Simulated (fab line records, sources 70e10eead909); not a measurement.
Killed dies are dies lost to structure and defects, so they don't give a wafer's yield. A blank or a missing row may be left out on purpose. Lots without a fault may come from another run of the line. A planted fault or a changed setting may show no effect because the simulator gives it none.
Which tool did it? | flow nand_harc | 24 lots, 72 wafers sampled, at 6 steps of a route of 1302

WHAT THE GAUGES READ, wafer by wafer
The record holds no reading of a measuring or inspecting step that can be judged against a usual standard deviation.

WHICH TOOL RAN EACH LOT (tool, then ch and the chambers of the sampled wafers, then the start)
lot  | NHARC_A_CONTACT_ETCH_89                       | NHARC_A_CONTACT_CVD_19                   | NHARC_A_BLC_ETCH_18                           | NHARC_A_BLC_PVD_32                      | NHARC_A_M0_DESCUM_14               | NHARC_A_M0_PRE_CLEAN_31
L074 | rie_diel-11 ch 1,3, day 22 17:07 or earlier   | cvd_w-02 ch 0,1, day 22 17:07 or earlier | rie_diel-09 ch 1,2, day 22 17:07 or earlier   | pvd_sputter-01, day 22 17:07 or earlier | rie_diel-10 ch 0,1,3, day 22 17:07 | pecvd-02 ch 0,1, day 22 19:42
L077 | rie_diel-11 ch 0,1,3, day 23 15:06 or earlier | cvd_w-01 ch 0,1, day 23 15:06 or earlier | rie_diel-06 ch 0,1,3, day 23 15:06 or earlier | pvd_sputter-03, day 23 15:06 or earlier | rie_diel-01 ch 0,1, day 23 15:06   | pecvd-02 ch 0,1,2, day 23 17:38
L075 | rie_diel-03 ch 1,2,3, day 23 14:44 or earlier | cvd_w-02 ch 0,1, day 23 14:44 or earlier | rie_diel-09 ch 1,2,3, day 23 14:44 or earlier | pvd_sputter-01, day 23 14:44 or earlier | rie_diel-10 ch 0,1,2, day 23 14:44 | pecvd-02 ch 0,2, day 23 17:17
L076 | rie_diel-03 ch 0,1, day 24 00:37 or earlier   | cvd_w-01 ch 0,1, day 24 00:37 or earlier | rie_diel-06 ch 0,1,2, day 24 00:37 or earlier | pvd_sputter-02, day 24 00:37 or earlier | rie_diel-10 ch 2,3, day 24 00:37   | pecvd-02 ch 0,1,2, day 24 03:11
L078 | rie_diel-03 ch 0,1, day 24 04:59 or earlier   | cvd_w-02 ch 0, day 24 04:59 or earlier   | rie_diel-09 ch 0,2, day 24 04:59 or earlier   | pvd_sputter-03, day 24 04:59 or earlier | rie_diel-07 ch 0,3, day 24 04:59   | pecvd-01 ch 0,1,2, day 24 07:33
L079 | rie_diel-03 ch 0,3, day 24 01:22 or earlier   | cvd_w-02 ch 0,1, day 24 01:22            | rie_diel-02 ch 0,1, day 24 07:08 or earlier   | pvd_sputter-02, day 24 07:08 or earlier | rie_diel-10 ch 0,2,3, day 24 07:08 | pecvd-04 ch 1,2, day 24 09:42
L080 | rie_diel-03 ch 0,1,2, day 25 08:47 or earlier | cvd_w-02 ch 0,1, day 25 08:47 or earlier | rie_diel-06 ch 0,1, day 25 08:47 or earlier   | pvd_sputter-02, day 25 08:47 or earlier | rie_diel-10 ch 0,1,3, day 25 08:47 | pecvd-04 ch 0,2, day 25 11:20
L081 | rie_diel-11 ch 0,2,3, day 25 17:12 or earlier | cvd_w-02 ch 0,1, day 25 17:12 or earlier | rie_diel-06 ch 2,3, day 25 17:12 or earlier   | pvd_sputter-03, day 25 17:12 or earlier | rie_diel-01 ch 0,1,2, day 25 17:12 | pecvd-01 ch 0,1, day 25 19:47
L082 | rie_diel-11 ch 0,3, day 26 10:49 or earlier   | cvd_w-01 ch 0, day 26 10:49 or earlier   | rie_diel-06 ch 0,1,2, day 26 10:49 or earlier | pvd_sputter-01, day 26 10:49 or earlier | rie_diel-10 ch 1,3, day 26 10:49   | pecvd-01 ch 0,2, day 26 13:22
L084 | rie_diel-03 ch 0,2,3, day 26 12:29 or earlier | cvd_w-02 ch 0, day 26 12:29 or earlier   | rie_diel-02 ch 0,1, day 26 12:29 or earlier   | pvd_sputter-02, day 26 12:29 or earlier | rie_diel-10 ch 0,1,2, day 26 12:29 | pecvd-02 ch 0,2, day 26 15:01
L083 | rie_diel-04 ch 0,1,3, day 26 15:39 or earlier | cvd_w-01 ch 0,1, day 26 15:39 or earlier | rie_diel-06 ch 0,2,3, day 26 15:39 or earlier | pvd_sputter-02, day 26 15:39 or earlier | rie_diel-10 ch 0,2, day 26 15:39   | pecvd-01 ch 0,1, day 26 18:13
L085 | rie_diel-03 ch 1,3, day 27 07:43 or earlier   | cvd_w-01 ch 0,1, day 27 07:43 or earlier | rie_diel-06 ch 0,2, day 27 07:43 or earlier   | pvd_sputter-01, day 27 07:43 or earlier | rie_diel-10 ch 0,3, day 27 07:43   | pecvd-02 ch 0,1,2, day 27 10:19
L086 | rie_diel-03 ch 1,3, day 27 09:00 or earlier   | cvd_w-02 ch 0,1, day 27 09:00 or earlier | rie_diel-06 ch 0,2,3, day 27 09:00 or earlier | pvd_sputter-03, day 27 09:00 or earlier | rie_diel-07 ch 2,3, day 27 09:00   | pecvd-01 ch 0,2, day 27 11:33
L087 | rie_diel-04 ch 2,3, day 27 18:41 or earlier   | cvd_w-01 ch 1, day 27 18:41 or earlier   | rie_diel-06 ch 1,3, day 27 18:41 or earlier   | pvd_sputter-03, day 27 18:41 or earlier | rie_diel-10 ch 0,1,2, day 27 18:41 | pecvd-02 ch 0,1, day 27 22:13
L089 | rie_diel-03 ch 0,1,2, day 28 10:55 or earlier | cvd_w-01 ch 0,1, day 28 10:55 or earlier | rie_diel-06 ch 0,2,3, day 28 10:55 or earlier | pvd_sputter-01, day 28 10:55 or earlier | rie_diel-01 ch 0,2,3, day 28 10:55 | pecvd-02 ch 1,2, day 28 13:29
L088 | rie_diel-11 ch 1,2, day 28 12:43 or earlier   | cvd_w-02 ch 0,1, day 28 12:43 or earlier | rie_diel-06 ch 0,2,3, day 28 12:43 or earlier | pvd_sputter-01, day 28 12:43 or earlier | rie_diel-10 ch 2,3, day 28 12:43   | pecvd-02 ch 1,2, day 28 15:19
L091 | rie_diel-03 ch 0,1,2, day 29 03:19 or earlier | cvd_w-02 ch 0,1, day 29 03:19 or earlier | rie_diel-06 ch 1,2,3, day 29 03:19 or earlier | pvd_sputter-01, day 29 03:19 or earlier | rie_diel-07 ch 0,1,3, day 29 03:19 | pecvd-02 ch 0,2, day 29 05:53
L090 | rie_diel-04 ch 0,3, day 29 20:31 or earlier   | cvd_w-02 ch 0,1, day 29 20:31 or earlier | rie_diel-09 ch 0,2,3, day 29 20:31 or earlier | pvd_sputter-03, day 29 20:31 or earlier | rie_diel-10 ch 0,1,3, day 29 20:31 | pecvd-02 ch 0,1,2, day 29 23:04
L095 | rie_diel-03 ch 0,1,2, day 30 13:37 or earlier | cvd_w-01 ch 0,1, day 30 13:37 or earlier | rie_diel-09 ch 0,1,3, day 30 13:37 or earlier | pvd_sputter-02, day 30 13:37 or earlier | rie_diel-07 ch 0,1,3, day 30 13:37 | pecvd-02 ch 0,1,2, day 30 16:14
L092 | rie_diel-03 ch 1,2, day 30 15:40 or earlier   | cvd_w-02 ch 0,1, day 30 15:40 or earlier | rie_diel-09 ch 0,1,3, day 30 15:40 or earlier | pvd_sputter-01, day 30 15:40 or earlier | rie_diel-10 ch 0,3, day 30 15:40   | pecvd-01 ch 0,1,2, day 30 18:12
L093 | rie_diel-03 ch 1,3, day 30 16:55 or earlier   | cvd_w-01 ch 0,1, day 30 16:55 or earlier | rie_diel-02 ch 1,2,3, day 30 16:55 or earlier | pvd_sputter-02, day 30 16:55 or earlier | rie_diel-07 ch 1,2,3, day 30 16:55 | pecvd-01 ch 1,2, day 30 19:29
L094 | rie_diel-03 ch 0,1,2, day 31 06:16 or earlier | cvd_w-01 ch 0,1, day 31 06:16 or earlier | rie_diel-09 ch 0,3, day 31 06:16 or earlier   | pvd_sputter-02, day 31 06:16 or earlier | rie_diel-07 ch 1,2,3, day 31 06:16 | pecvd-01 ch 0,2, day 31 08:48
L096 | rie_diel-03 ch 0,1,2, day 32 17:58 or earlier | cvd_w-01 ch 1, day 32 17:58 or earlier   | rie_diel-06 ch 0,1,3, day 32 17:58 or earlier | pvd_sputter-01, day 32 17:58 or earlier | rie_diel-07 ch 1,2, day 32 17:58   | pecvd-02 ch 0,1, day 32 20:31
L097 | rie_diel-04 ch 0,2,3, day 32 21:01 or earlier | cvd_w-02 ch 0,1, day 32 21:01 or earlier | rie_diel-09 ch 0,1,3, day 32 21:01 or earlier | pvd_sputter-03, day 32 21:01 or earlier | rie_diel-07 ch 1,2,3, day 32 21:01 | pecvd-02 ch 0,1, day 32 23:37
- NHARC_A_CONTACT_ETCH_89: etches the open film in N2/H2, target depth 260 nm, time 475.3 s.
- NHARC_A_CONTACT_CVD_19: deposits W, target thk 300 nm, time 802 s.
- NHARC_A_BLC_ETCH_18: etches the open film in C4F8/O2/Ar, target depth 910 nm.
- NHARC_A_BLC_PVD_32: deposits Ti, target thk 5 nm, time 17.7 s.
- NHARC_A_M0_DESCUM_14: chemistry O2, time 3 s.
- NHARC_A_M0_PRE_CLEAN_31: time 12 s.

WHAT THE TOOLS THEMSELVES READ (means of the sampled wafers that have a number; where no wafer has one, the mark that the record gives instead)
NHARC_A_CONTACT_ETCH_89. Usual: drypump_motor_current_A 5.8 A, standard deviation 0.43; oes_product_au 1.002 a.u., standard deviation 0.0072; rf_vpp_V 431.0 V, standard deviation 2.2; showerhead_plenum_p_Torr 2.06 Torr, standard deviation 0.075; throttle_valve_pct 14.172 %, standard deviation 0.0093.
lot  | tool        | drypump_motor_current_A (A) | oes_product_au (a.u.) | rf_vpp_V (V) | showerhead_plenum_p_Torr (Torr) | throttle_valve_pct (%) | flag
L074 | rie_diel-11 | 5.7                         | 1.005                 | 431.2        | 2.06                            | 14.177                 |
L077 | rie_diel-11 | 5.6                         | 1.008                 | 428.8        | 1.98                            | 14.175                 |
L075 | rie_diel-03 | 6.2                         | 1.000                 | 432.5        | 2.07                            | 14.173                 |
L076 | rie_diel-03 | 5.9                         | 0.998                 | 433.0        | 2.11                            | 14.164                 |
L078 | rie_diel-03 | 5.6                         | 1.002                 | 431.8        | 2.08                            | 14.168                 |
L079 | rie_diel-03 | 5.7                         | 0.999                 | 431.6        | 2.08                            | 14.173                 |
L080 | rie_diel-03 | 5.7                         | 0.997                 | 430.6        | 2.06                            | 14.170                 |
L081 | rie_diel-11 | 5.6                         | 0.999                 | 430.7        | 2.06                            | 14.174                 |
L082 | rie_diel-11 | 5.6                         | 1.005                 | 430.3        | 2.03                            | 14.179                 |
L084 | rie_diel-03 | 5.9                         | 1.003                 | 430.5        | 2.05                            | 14.172                 |
L083 | rie_diel-04 | 5.4                         | 1.010                 | 431.2        | 2.05                            | 14.175                 |
L085 | rie_diel-03 | 6.4                         | 1.004                 | 432.6        | 2.11                            | 14.172                 |
L086 | rie_diel-03 | 6.3                         | 1.006                 | 432.8        | 2.12                            | 14.170                 |
L087 | rie_diel-04 | 5.3                         | 1.006                 | 429.3        | 2.00                            | 14.173                 |
L089 | rie_diel-03 | 5.8                         | 0.999                 | 431.0        | 2.05                            | 14.162                 |
L088 | rie_diel-11 | 5.8                         | 1.009                 | 430.1        | 2.03                            | 14.174                 |
L091 | rie_diel-03 | 5.8                         | 1.001                 | 431.1        | 2.05                            | 14.171                 |
L090 | rie_diel-04 | 5.4                         | 1.010                 | 430.6        | 2.04                            | 14.176                 |
L095 | rie_diel-03 | 5.8                         | 1.007                 | 431.0        | 2.05                            | 14.169                 |
L092 | rie_diel-03 | 6.0                         | 1.001                 | 431.0        | 2.07                            | 14.175                 |
L093 | rie_diel-03 | 6.2                         | 1.004                 | 432.0        | 2.11                            | 14.165                 |
L094 | rie_diel-03 | 5.8                         | 1.002                 | 431.6        | 2.05                            | 14.169                 |
L096 | rie_diel-03 | 5.8                         | 0.995                 | 431.4        | 2.05                            | 14.163                 |
L097 | rie_diel-04 | 5.5                         | 1.007                 | 429.6        | 2.03                            | 14.174                 |

NHARC_A_CONTACT_CVD_19. Usual: heater_power_w 446 W, standard deviation 41; throttle_valve_pct 7.95 %, standard deviation 0.26.
lot  | tool     | heater_power_w (W) | throttle_valve_pct (%) | flag
L074 | cvd_w-02 | 481                | 7.69                   |
L077 | cvd_w-01 | 426                | 8.14                   |
L075 | cvd_w-02 | 473                | 7.85                   |
L076 | cvd_w-01 | 430                | 8.10                   |
L078 | cvd_w-02 | 493                | 7.66                   |
L079 | cvd_w-02 | 486                | 7.84                   |
L080 | cvd_w-02 | 478                | 7.74                   |
L081 | cvd_w-02 | 483                | 7.79                   |
L082 | cvd_w-01 | 421                | 8.36                   |
L084 | cvd_w-02 | 499                | 7.75                   |
L083 | cvd_w-01 | 405                | 8.01                   |
L085 | cvd_w-01 | 412                | 8.05                   |
L086 | cvd_w-02 | 494                | 7.78                   |
L087 | cvd_w-01 | 384                | 7.84                   |
L089 | cvd_w-01 | 415                | 8.18                   |
L088 | cvd_w-02 | 475                | 8.05                   |
L091 | cvd_w-02 | 478                | 7.79                   |
L090 | cvd_w-02 | 474                | 7.82                   |
L095 | cvd_w-01 | 406                | 8.03                   |
L092 | cvd_w-02 | 483                | 7.94                   |
L093 | cvd_w-01 | 407                | 8.24                   |
L094 | cvd_w-01 | 419                | 8.12                   |
L096 | cvd_w-01 | 379                | 7.61                   |
L097 | cvd_w-02 | 473                | 7.95                   |

NHARC_A_BLC_ETCH_18. Usual: oes_product_au 0.952 a.u., standard deviation 0.021; rf_vpp_V 975 V, standard deviation 5.1.
lot  | tool        | oes_product_au (a.u.) | rf_vpp_V (V) | flag
L074 | rie_diel-09 | 0.967                 | 976          |
L077 | rie_diel-06 | 0.955                 | 976          |
L075 | rie_diel-09 | 0.974                 | 977          |
L076 | rie_diel-06 | 0.976                 | 973          |
L078 | rie_diel-09 | 0.960                 | 982          |
L079 | rie_diel-02 | 0.928                 | 975          |
L080 | rie_diel-06 | 0.923                 | 975          |
L081 | rie_diel-06 | 0.974                 | 972          |
L082 | rie_diel-06 | 0.969                 | 973          |
L084 | rie_diel-02 | 0.956                 | 980          |
L083 | rie_diel-06 | 0.970                 | 971          |
L085 | rie_diel-06 | 0.919                 | 969          |
L086 | rie_diel-06 | 0.922                 | 972          |
L087 | rie_diel-06 | 0.921                 | 978          |
L089 | rie_diel-06 | 0.967                 | 971          |
L088 | rie_diel-06 | 0.970                 | 971          |
L091 | rie_diel-06 | 0.940                 | 974          |
L090 | rie_diel-09 | 0.975                 | 979          |
L095 | rie_diel-09 | 0.960                 | 978          |
L092 | rie_diel-09 | 0.926                 | 977          |
L093 | rie_diel-02 | 0.922                 | 979          |
L094 | rie_diel-09 | 0.955                 | 978          |
L096 | rie_diel-06 | 0.968                 | 974          |
L097 | rie_diel-09 | 0.956                 | 978          |

NHARC_A_BLC_PVD_32. Usual: throttle_valve_pct 29.9 %, standard deviation 0.92.
lot  | tool           | throttle_valve_pct (%) | flag
L074 | pvd_sputter-01 | 30.1                   |
L077 | pvd_sputter-03 | 29.8                   |
L075 | pvd_sputter-01 | 30.4                   |
L076 | pvd_sputter-02 | 29.9                   |
L078 | pvd_sputter-03 | 29.7                   |
L079 | pvd_sputter-02 | 30.1                   |
L080 | pvd_sputter-02 | 30.0                   |
L081 | pvd_sputter-03 | 29.9                   |
L082 | pvd_sputter-01 | 30.7                   |
L084 | pvd_sputter-02 | 30.0                   |
L083 | pvd_sputter-02 | 30.0                   |
L085 | pvd_sputter-01 | 31.0                   |
L086 | pvd_sputter-03 | 29.6                   |
L087 | pvd_sputter-03 | 29.0                   |
L089 | pvd_sputter-01 | 30.4                   |
L088 | pvd_sputter-01 | 30.1                   |
L091 | pvd_sputter-01 | 30.4                   |
L090 | pvd_sputter-03 | 28.7                   |
L095 | pvd_sputter-02 | 29.5                   |
L092 | pvd_sputter-01 | 30.9                   |
L093 | pvd_sputter-02 | 29.9                   |
L094 | pvd_sputter-02 | 29.4                   |
L096 | pvd_sputter-01 | 30.2                   |
L097 | pvd_sputter-03 | 29.4                   |

NHARC_A_M0_DESCUM_14. Usual: drypump_motor_current_A 5.6 A, standard deviation 0.46; oes_product_au 1.000 a.u., standard deviation 0.0076; rf_vpp_V 57.7 V, standard deviation 0.9; showerhead_plenum_p_Torr 1.93 Torr, standard deviation 0.088; throttle_valve_pct 11.310 %, standard deviation 0.0093.
lot  | tool        | drypump_motor_current_A (A) | oes_product_au (a.u.) | rf_vpp_V (V) | showerhead_plenum_p_Torr (Torr) | throttle_valve_pct (%) | flag
L074 | rie_diel-10 | 5.3                         | 1.005                 | 58.2         | 1.91                            | 11.314                 |
L077 | rie_diel-01 | 6.1                         | 0.993                 | 57.9         | 2.03                            | 11.319                 |
L075 | rie_diel-10 | 5.5                         | 1.000                 | 57.5         | 1.89                            | 11.311                 |
L076 | rie_diel-10 | 5.3                         | 0.993                 | 57.8         | 1.82                            | 11.314                 |
L078 | rie_diel-07 | 5.4                         | 0.997                 | 57.5         | 2.04                            | 11.312                 |
L079 | rie_diel-10 | 5.5                         | 0.995                 | 57.7         | 1.86                            | 11.309                 |
L080 | rie_diel-10 | 5.2                         | 0.998                 | 58.0         | 1.90                            | 11.315                 |
L081 | rie_diel-01 | 5.7                         | 1.009                 | 58.2         | 1.97                            | 11.304                 |
L082 | rie_diel-10 | 5.1                         | 1.003                 | 57.9         | 1.90                            | 11.308                 |
L084 | rie_diel-10 | 5.5                         | 1.000                 | 58.0         | 1.89                            | 11.314                 |
L083 | rie_diel-10 | 5.8                         | 1.001                 | 56.9         | 1.90                            | 11.312                 |
L085 | rie_diel-10 | 5.4                         | 0.997                 | 57.5         | 1.91                            | 11.297                 |
L086 | rie_diel-07 | 5.7                         | 0.989                 | 57.9         | 2.02                            | 11.305                 |
L087 | rie_diel-10 | 5.5                         | 1.008                 | 58.7         | 1.89                            | 11.317                 |
L089 | rie_diel-01 | 5.6                         | 0.997                 | 57.1         | 1.94                            | 11.312                 |
L088 | rie_diel-10 | 5.6                         | 1.006                 | 57.1         | 1.80                            | 11.302                 |
L091 | rie_diel-07 | 5.8                         | 1.005                 | 58.4         | 1.97                            | 11.313                 |
L090 | rie_diel-10 | 5.2                         | 0.998                 | 57.9         | 1.90                            | 11.303                 |
L095 | rie_diel-07 | 5.9                         | 1.002                 | 57.0         | 1.97                            | 11.307                 |
L092 | rie_diel-10 | 5.2                         | 0.996                 | 57.7         | 1.87                            | 11.306                 |
L093 | rie_diel-07 | 6.0                         | 0.993                 | 58.5         | 1.95                            | 11.309                 |
L094 | rie_diel-07 | 6.0                         | 0.998                 | 58.0         | 1.95                            | 11.311                 |
L096 | rie_diel-07 | 5.9                         | 0.992                 | 57.0         | 1.94                            | 11.310                 |
L097 | rie_diel-07 | 6.0                         | 1.005                 | 58.0         | 1.95                            | 11.313                 |

NHARC_A_M0_PRE_CLEAN_31. Usual: heater_power_w 633 W, standard deviation 65.
lot  | tool     | heater_power_w (W) | flag
L074 | pecvd-02 | 531                |
L077 | pecvd-02 | 655                |
L075 | pecvd-02 | 556                |
L076 | pecvd-02 | 640                |
L078 | pecvd-01 | 638                |
L079 | pecvd-04 | 658                |
L080 | pecvd-04 | 603                |
L081 | pecvd-01 | 624                |
L082 | pecvd-01 | 695                |
L084 | pecvd-02 | 612                |
L083 | pecvd-01 | 702                |
L085 | pecvd-02 | 619                |
L086 | pecvd-01 | 641                |
L087 | pecvd-02 | 611                |
L089 | pecvd-02 | 614                |
L088 | pecvd-02 | 631                |
L091 | pecvd-02 | 606                |
L090 | pecvd-02 | 602                |
L095 | pecvd-02 | 639                |
L092 | pecvd-01 | 646                |
L093 | pecvd-01 | 584                |
L094 | pecvd-01 | 583                |
L096 | pecvd-02 | 566                |
L097 | pecvd-02 | 603                |

THE ANSWER, worked out from the rows above alone
Rule: a lot is off if the mean of its wafers that have a number lies more than 3 standard deviations from the usual mean. A lot without any number at a reading at which 4 lots or more have one is off too. The other lots that the step has rows for count as sound. The gauges are gone through in route order, then the tools' own readings, and for those a lot's mean is taken as printed above. The first step at which some lot is off is used, and at that step the reading that is off furthest; a lot without a number counts as furthest.
No lot is off at any reading shown: from this, nothing can be told.

WHAT THE SIMULATOR HAD PUT IN
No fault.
